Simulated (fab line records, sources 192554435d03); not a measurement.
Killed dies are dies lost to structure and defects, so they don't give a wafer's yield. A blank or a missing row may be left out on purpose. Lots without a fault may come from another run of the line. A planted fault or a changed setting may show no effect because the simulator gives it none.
Which tool did it? | flow n5_finfet | 10 lots, 30 wafers sampled, at 3 steps of a route of 1938

WHAT THE GAUGES READ, wafer by wafer
N5_BEOL_M14_INSPECT_30: inspects for defects (macro).
lot  | measured     | on                | raw_defect_count
L491 | day 12 13:28 | defect_inspect-02 | 2 1 1
L497 | day 13 18:55 | defect_inspect-01 | >300 >300 >300
L499 | day 14 05:20 | defect_inspect-02 | >300 >300 >300
L506 | day 15 10:04 | defect_inspect-01 | 4 1 1
L505 | day 15 14:17 | defect_inspect-01 | 4 2 0
L504 | day 15 14:38 | defect_inspect-01 | 3 3 0
L507 | day 15 18:19 | defect_inspect-01 | 3 0 3
L509 | day 16 18:45 | defect_inspect-01 | 1 1 4
L510 | day 16 22:23 | defect_inspect-02 | 4 1 2
L511 | day 17 02:04 | defect_inspect-02 | 2 2 1

WHICH TOOL RAN EACH LOT (tool, then ch and the chambers of the sampled wafers, then the start)
lot  | N5_BEOL_M14_STRIP_64                          | N5_BEOL_M14_STRIP_71
L491 | rie_diel-03 ch 0,3, day 12 13:01 or earlier   | wet_bench-04 ch 3,4,6, day 12 13:01
L497 | rie_diel-03 ch 0,1,3, day 13 18:21 or earlier | wet_bench-01 ch 1,3,6, day 13 18:21
L499 | rie_diel-03 ch 0,3, day 14 04:46 or earlier   | wet_bench-01 ch 2,3,6, day 14 04:46
L506 | rie_diel-05 ch 0,2, day 15 09:37 or earlier   | wet_bench-05 ch 4,5,6, day 15 09:37
L505 | rie_diel-05 ch 1,3, day 15 13:49 or earlier   | wet_bench-04 ch 2,6,7, day 15 13:49
L504 | rie_diel-03 ch 0,1,3, day 15 14:04 or earlier | wet_bench-05 ch 3,4,5, day 15 14:04
L507 | rie_diel-05 ch 1,2, day 15 17:44 or earlier   | wet_bench-04 ch 2,4,7, day 15 17:44
L509 | rie_diel-03 ch 2,3, day 16 18:16 or earlier   | wet_bench-04 ch 0,1,6, day 16 18:16
L510 | rie_diel-01 ch 0,1,2, day 16 21:49 or earlier | wet_bench-01 ch 1,5,6, day 16 21:49
L511 | rie_diel-01 ch 0,2,3, day 17 01:38 or earlier | wet_bench-01 ch 0,1,2, day 17 01:38
- N5_BEOL_M14_STRIP_64: strips in O2.
- N5_BEOL_M14_STRIP_71: strips in post etch residue remover, time 60 s.

THE ANSWER, worked out from the rows above alone
Rule: what is usual is taken from the lots themselves. Put in order of their means at a reading, lots are off if they are a third of the lots or fewer, leave a main group of 4 or more, and stand apart from it by a gap of 3 or more times the standard deviation of the main group's means; of several such gaps the widest counts. A main group whose means are all the same, to the digits that the tables above print for the reading, isn't used. A lot without any number at a reading at which 4 lots or more have one is off too. The other lots that the step has rows for count as sound.
Off: L497, L499, at N5_BEOL_M14_INSPECT_30 (raw_defect_count). Without a number there: L497, L499. The main group: mean 1.9, standard deviation 0.28.
A tool fits if, at a process step before that reading, it ran every lot that is off, and no sound lot after the first of them. The gauges at N5_BEOL_M14_INSPECT_30 are tried like those tools. N5_BEOL_M14_STRIP_64 gives no start for some lots, so the hours and the order of its lots are those of N5_BEOL_M14_STRIP_71. None of those tried fits.

WHAT THE SIMULATOR HAD PUT IN
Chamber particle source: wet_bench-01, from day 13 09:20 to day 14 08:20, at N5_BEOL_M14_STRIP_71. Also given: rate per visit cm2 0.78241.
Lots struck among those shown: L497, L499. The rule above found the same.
